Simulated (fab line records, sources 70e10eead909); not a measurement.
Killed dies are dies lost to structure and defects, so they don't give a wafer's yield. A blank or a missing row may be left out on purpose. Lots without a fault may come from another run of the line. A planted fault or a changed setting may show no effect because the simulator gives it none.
A struck lot beside a sound one | flow nand_harc | 44 steps out of a route of 1159
Sound: wafers L901.2, L901.3, L901.6. Struck: wafers L913.1, L913.2, L913.3. The cause comes at the end.
At each step with rows: each side's tool, then ch and its chambers, then its first start. Under that, the readings that differ: sound wafers | struck wafers | difference of the means | sigmas: that difference in standard deviations of wafers without a fault.
alike: readings whose means differ by less than 2 such deviations, and words and numbers that are the same on both sides. not compared: withheld readings, readings that some wafer has no value for, bounds like >300 that may hide the same value, and numbers for which the record gives no deviation and whose values overlap.
The two part at a step that has a row with sigmas, a row that says differs or no value, or rows on one side only. Numbers that don't overlap but have no deviation are shown without sigmas and don't part them. A reading that every wafer of one side lacks parts them only if that side has two wafers or more.

first, 3 steps without rows for these wafers: NHARC_P_GATE_EXPOSE_08 (exposes mask P HV); NHARC_P_GATE_PEB_09 (peb time 85 s); NHARC_P_GATE_DEVELOP_10 (time 70 s).
NHARC_P_GATE_CD_MEAS_11: target cd 1640 nm.
  sound on cd_sem-02 ch 0, day 6 04:20; struck on cd_sem-03 ch 0, day 8 22:21
  alike: cd_nm
then, 1 step without rows for these wafers: NHARC_P_GATE_HARDBAKE_12 (time 80 s).
NHARC_P_GATE_DESCUM_13: chemistry O2, time 3 s.
  sound on rie_diel-11 ch 0,1,3, day 6 04:30; struck on rie_diel-12 ch 1,2,3, day 8 22:34
  alike: drypump_motor_current_A, oes_product_au, rf_vpp_V, showerhead_plenum_p_Torr, throttle_valve_pct
  not compared: rf_hours_counter_h
then, 6 steps without rows for these wafers: NHARC_P_GATE_ETCH_14 (etches SiO2 in dHF, target depth 48.8 nm); NHARC_P_GATE_STRIP_15 (strips in SPM, time 780 s); NHARC_P_GATE_PRECLEAN_71 (cleans in SC1); NHARC_P_GATE_SRD_72; NHARC_P_GATE_OXIDE_16 (material SiO2, target thk 3 nm, ox time 392 s); NHARC_P_GATE_CVD_17 (deposits poly-Si, target thk 150 nm, time 900 s).
NHARC_P_GATE_HM_DEP_102: deposits aC, target thk 120 nm.
  sound on acl_dep-01 ch 0, day 6 17:44; struck on acl_dep-03, day 9 10:37
  no value came back on the struck wafers for susceptor_temp_C (C), throttle_valve_pct (%); on the sound wafers susceptor_temp_C (C) reads 399.85 399.77 399.52
then, 9 steps without rows for these wafers: NHARC_P_GATE_DEP_103 (deposits SiON, target thk 30 nm); NHARC_P_GATE_DEHYDRATE_18 (time 120 s); NHARC_P_GATE_HMDS_19 (time 30 s); NHARC_P_GATE_COAT_20 (resist thk 90 nm); NHARC_P_GATE_SOFTBAKE_21 (time 55 s); NHARC_P_GATE_EBR_22; NHARC_P_GATE_EXPOSE_23 (exposes mask P GATE, target cd 120 nm); NHARC_P_GATE_PEB_24 (peb time 65 s); NHARC_P_GATE_DEVELOP_25 (develop time 35 s).
NHARC_P_GATE_CD_MEAS_26: target cd 120 nm.
  sound on cd_sem-01 ch 0, day 6 18:59; struck on cd_sem-02 ch 0, day 9 11:58
  reading    | sound             | struck            | difference | sigmas
  cd_nm (nm) | 120.7 121.4 120.5 | 118.4 118.4 118.7 | -2.4       | -2
NHARC_P_GATE_OVL_MEAS_27:
  sound on overlay-02, day 6 19:04; struck on overlay-01, day 9 12:03
  alike: overlay_x_nm, overlay_y_nm
NHARC_P_GATE_INSPECT_28:
  sound on defect_inspect-02, day 6 19:06; struck on defect_inspect-02, day 9 12:05
  alike: raw_defect_count
then, 1 step without rows for these wafers: NHARC_P_GATE_DESCUM_31 (chemistry O2, time 3 s).
NHARC_P_GATE_ETCH_104: etches the open film in CF4/CHF3, target depth 60 nm.
  sound on rie_diel-11 ch 0,1,2, day 6 19:15; struck on rie_diel-11 ch 0,1,3, day 9 12:14
  alike: drypump_motor_current_A, oes_product_au, rf_vpp_V, showerhead_plenum_p_Torr, throttle_valve_pct
NHARC_P_GATE_HM_OPEN_105: chemistry O2/COS, target depth 360 nm.
  sound on rie_diel-11 ch 1,2; struck on rie_diel-11 ch 0,2,3
  alike: drypump_motor_current_A, oes_product_au, rf_vpp_V, showerhead_plenum_p_Torr, throttle_valve_pct
  not compared: rf_hours_counter_h
then, 2 steps without rows for these wafers: NHARC_P_GATE_STRIP_106 (strips in O2/COS); NHARC_P_GATE_ETCH_114 (etches the open film in CF4/O2, target depth 30 nm, overetch 3 nm, time 16.5 s).
NHARC_P_GATE_ETCH_32: etches the open film in HBr/Cl2, target depth 150 nm, time 100.1 s.
  sound on rie_si-04 ch 0,2,3, day 6 19:43; struck on rie_si-04 ch 0,1,3, day 9 12:37
  alike: drypump_motor_current_A, oes_product_au, throttle_valve_pct
  not compared: rf_hours_counter_h
NHARC_P_GATE_STRIP_108: strips in O2.
  sound on rie_diel-11 ch 0,1,2, day 6 19:53; struck on rie_diel-11 ch 0,1,3, day 9 12:49
  alike: drypump_motor_current_A, oes_product_au, rf_vpp_V, showerhead_plenum_p_Torr, throttle_valve_pct
  not compared: rf_hours_counter_h
NHARC_P_GATE_CD_MEAS_33:
  sound on cd_sem-02, day 6 20:03; struck on cd_sem-02, day 9 12:59
  reading    | sound       | struck | difference                    | sigmas
  cd_nm (nm) | 121 123 120 | - - -  | no value on the struck wafers |
then, 9 steps without rows for these wafers: NHARC_P_GATE_STRIP_35 (strips in SPM, time 600 s); NHARC_P_GATE_PRECLEAN_73 (cleans in SC1); NHARC_P_GATE_SRD_74; NHARC_P_GATE_ALD_36 (deposits SiNx, target thk 20 nm, pulse time 60 s, ald cycles 223); NHARC_P_GATE_ETCHBACK_37 (etches the open film in CHF3/O2, target depth 34.5 nm, time 17.2 s); NHARC_P_GATE_STRIP_101 (strips in O2, time 20 s); NHARC_P_GATE_PRECLEAN_97 (cleans in SPM, time 600 s); NHARC_P_GATE_SRD_98; NHARC_P_GATE_PRECLEAN_99 (cleans in SC1).
NHARC_P_GATE_INSPECT_68:
  sound on defect_inspect-01, day 7 13:30; struck on defect_inspect-02, day 10 07:00
  reading          | sound       | struck         | difference | sigmas
  raw_defect_count | 345 377 153 | 3440 3467 3551 | +3194      | +46
-- the record jumps here: 14 days lie between the struck wafers' starts before and after (it left off in module P_GATE and takes up again in module END, whose first step shown is number 1159 of the route) --
NHARC_END_SORT_01:
  sound on prober-02 ch 0, day 21 12:52; struck on prober-02 ch 0, day 24 05:52
  reading             | sound    | struck      | difference | sigmas
  killed_at_array     | 31 34 33 | 2 4 4       | -29        | -3
  killed_at_periphery | 8 5 3    | 674 673 673 | +668       | +99 or more
  killed_dies         | 39 39 37 | 677 677 677 | +639       | +66
  alike: killed_at_other, killed_open, killed_short

WHERE THEY PART
First at NHARC_P_GATE_HM_DEP_102; last, within this record, at NHARC_END_SORT_01.

WHY: what the simulator had put in
Skipped step whole: acl_dep-03, from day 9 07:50 on, at NHARC_P_GATE_HM_DEP_102. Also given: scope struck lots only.
